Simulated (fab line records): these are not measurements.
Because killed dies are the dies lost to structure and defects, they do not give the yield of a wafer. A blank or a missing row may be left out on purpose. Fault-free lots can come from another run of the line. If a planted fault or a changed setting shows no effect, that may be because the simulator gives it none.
A lot that was struck, set against a sound lot / flow n5Finfet / 20 out of 1938 route steps
Sound: the wafers L266.2, L266.3, L266.6. Struck: wafer L277.1. (L277.4, L277.6 of the same lot were not struck and are left out.) The cause comes at the end.
For every step that has rows: the tool of each side, followed by ch and its chambers, followed by its first start. Under that, the readings that differ: sound wafers / struck wafers / difference of the means / sigmas: that difference in standard deviations of wafers without a fault.
alike: a reading whose means differ by less than 2 such deviations, as well as words and numbers matching on both sides. not compared: withheld readings; readings where some wafer has no value; bounds like >300 that might hide an equal value; numbers whose values overlap and for which the record gives no deviation.
The two part at a step that has a row with sigmas, a row that says differs or no value, or rows on one side only. Numbers that have no deviation but don't overlap get no sigmas and don't part them. Lack of a reading on every wafer of one side parts them only where that side has two or more wafers.

first, 9 steps without rows for these wafers: N5_BEOL_M4_COAT_67 (time 60 s, resist thk 60 nm); N5_BEOL_M4_COAT_68 (time 60 s, resist thk 12 nm); N5_BEOL_M4_COAT_76 (time 60 s, resist thk 5 nm); N5_BEOL_M4_COAT_22 (resist thk 30 nm); N5_BEOL_M4_EBR_24; N5_BEOL_M4_SOFTBAKE_23 (time 60 s); N5_BEOL_M4_EXPOSE_25 (exposes mask V3, defocus 5 nm); N5_BEOL_M4_PEB_26 (peb time 60 s); N5_BEOL_M4_DEVELOP_27 (develop time 30 s).
N5_BEOL_M4_CD_MEAS_28: target cd 26.2 nm, target cd y 24.1 nm.
  sound on cdSem-03 ch 0, day 7 13:49; struck on cdSem-02 ch 0, day 10 15:36
  alike: cdNm
N5_BEOL_M4_OVL_MEAS_29:
  sound on overlay-01 ch 0, day 7 13:52; struck on overlay-01 ch 0, day 10 15:38
  alike: V3_OVL
N5_BEOL_M4_INSPECT_30: inspects for defects (brightfield).
  sound on defectInspect-02, day 7 13:55; struck on defectInspect-01, day 10 15:41
  alike: rawDefectCount
N5_BEOL_M4_DESCUM_33: chemistry O2, time 7 s.
  sound on rieDiel-06 ch 2,3, day 7 14:11; struck on rieDiel-06 ch 3, day 10 15:44
reading=model.CAR-EUV_of_BEOL_M4_COAT_22.thkNm (nm); sound=26 26 26; struck=27.8; difference=+1.8; sigmas=
  alike: biasPowerW, chamberPressureMTorr, drypumpMotorCurrentA, oesProductAu, rfVppV, showerheadPlenumPTorr, throttleValvePct
  not compared: rfHoursCounterH
N5_BEOL_M4_ETCH_77: etches underlayer in N2/H2, target depth 6.5 nm, time 5.2 s.
  sound on rieDiel-06 ch 2,3, day 7 14:13; struck on rieDiel-06 ch 3, day 10 15:46
  alike: chamberPressureMTorr, drypumpMotorCurrentA, etchRfOnTimeS, h2FlowSccm, oesProductAu, rfVppV, showerheadPlenumPTorr, throttleValvePct
  not compared: rfHoursCounterH
N5_BEOL_M4_ETCH_69: etches SiARC in CF4, target depth 15.6 nm, time 26 s.
  sound on rieDiel-06 ch 2,3, day 7 14:14; struck on rieDiel-06 ch 3, day 10 15:47
  alike: chamberPressureMTorr, drypumpMotorCurrentA, etchRfOnTimeS, mfcArSccm, oesProductAu, rfVppV, showerheadPlenumPTorr, throttleValvePct
  not compared: rfHoursCounterH
N5_BEOL_M4_ALD_98: deposits SiO2, target thk 2.5 nm, pulse time 1 s, co reactant pulse time 1 s.
  sound on aldSin-01 ch 0,3, day 7 14:35; struck on aldSin-04 ch 1, day 10 15:52
  alike: heaterPowerW, precursorPulseHeightRel
N5_BEOL_M4_ETCHBACK_99: etches SiO2 in CHF3, target depth 5 nm, time 10.4 s.
  sound on rieDiel-02 ch 1,2,3, day 7 14:44; struck on rieDiel-04 ch 0, day 10 16:14
reading=model.CAR-EUV_of_BEOL_M4_COAT_22.thkNm (nm); sound=10.4 10.2 10.2; struck=12.2; difference=+1.9; sigmas=
  alike: CHF3_flow_sccm, chamberPressureMTorr, drypumpMotorCurrentA, mfcArSccm, oes_f_703_au, oesProductAu, rfVppV, showerheadPlenumPTorr, throttleValvePct
  not compared: rfHoursCounterH
N5_BEOL_M4_ETCH_70: etches SOC in N2/H2, target depth 80 nm, overetch 24 nm, time 130 s.
  sound on rieDiel-02 ch 1,2,3, day 7 14:46; struck on rieDiel-04 ch 0, day 10 16:17
reading=h2FlowSccm (sccm); sound=198.7 198.3 199.7; struck=200.7; difference=+1.8; sigmas=+3
reading=throttleValvePct (%); sound=18.03 17.63 17.57; struck=17.29; difference=-0.45; sigmas=-2
  alike: chamberPressureMTorr, drypumpMotorCurrentA, oesProductAu, rfVppV, showerheadPlenumPTorr
  not compared: rfHoursCounterH
N5_BEOL_M4_RC_MEAS_101:
  sound on prober-02 ch 0, day 7 19:23; struck on prober-02 ch 0, day 10 20:55
reading=IOFF_P (nA/um); sound=0.221 0.229 0.238; struck=0.162; difference=-0.067; sigmas=-2
reading=ION_P (uA/um); sound=468 462 463; struck=451; difference=-13; sigmas=-2
reading=VT_N (mV); sound=247.0 247.7 248.2; struck=253.3; difference=+5.7; sigmas=+2
reading=VT_P (mV); sound=-250.0 -247.8 -246.5; struck=-255.3; difference=-7.2; sigmas=-3
  alike: DIBL_N, DIBL_P, IOFF_N, ION_N, SS_N, SS_P
-- a jump in the record: the struck wafers' starts before and after are 4 days apart (it breaks off in module BEOL_M4 and resumes in module PASSIVATION, where the first step shown is number 1936 of the route) --
N5_PASSIVATION_PROBE_49:
  sound on prober-01, day 12 02:38; struck on prober-01, day 14 20:33
  alike: defectLimitedYield, killed_at_M0_to_M3, killed_at_M4_up, killedAtContacts, killedAtFrontEnd, killedAtOther, killedDies, killedOpen, killedShort, sort_bin_5_function, sort_bin_6_memory, sortNPass, sortYieldPct

WHERE THEY PART
First at N5_BEOL_M4_ETCH_70; last, within this record, at N5_BEOL_M4_RC_MEAS_101. Later steps at which nothing parts them and some readings are alike: N5_PASSIVATION_PROBE_49.

WHY: what the simulator had put in
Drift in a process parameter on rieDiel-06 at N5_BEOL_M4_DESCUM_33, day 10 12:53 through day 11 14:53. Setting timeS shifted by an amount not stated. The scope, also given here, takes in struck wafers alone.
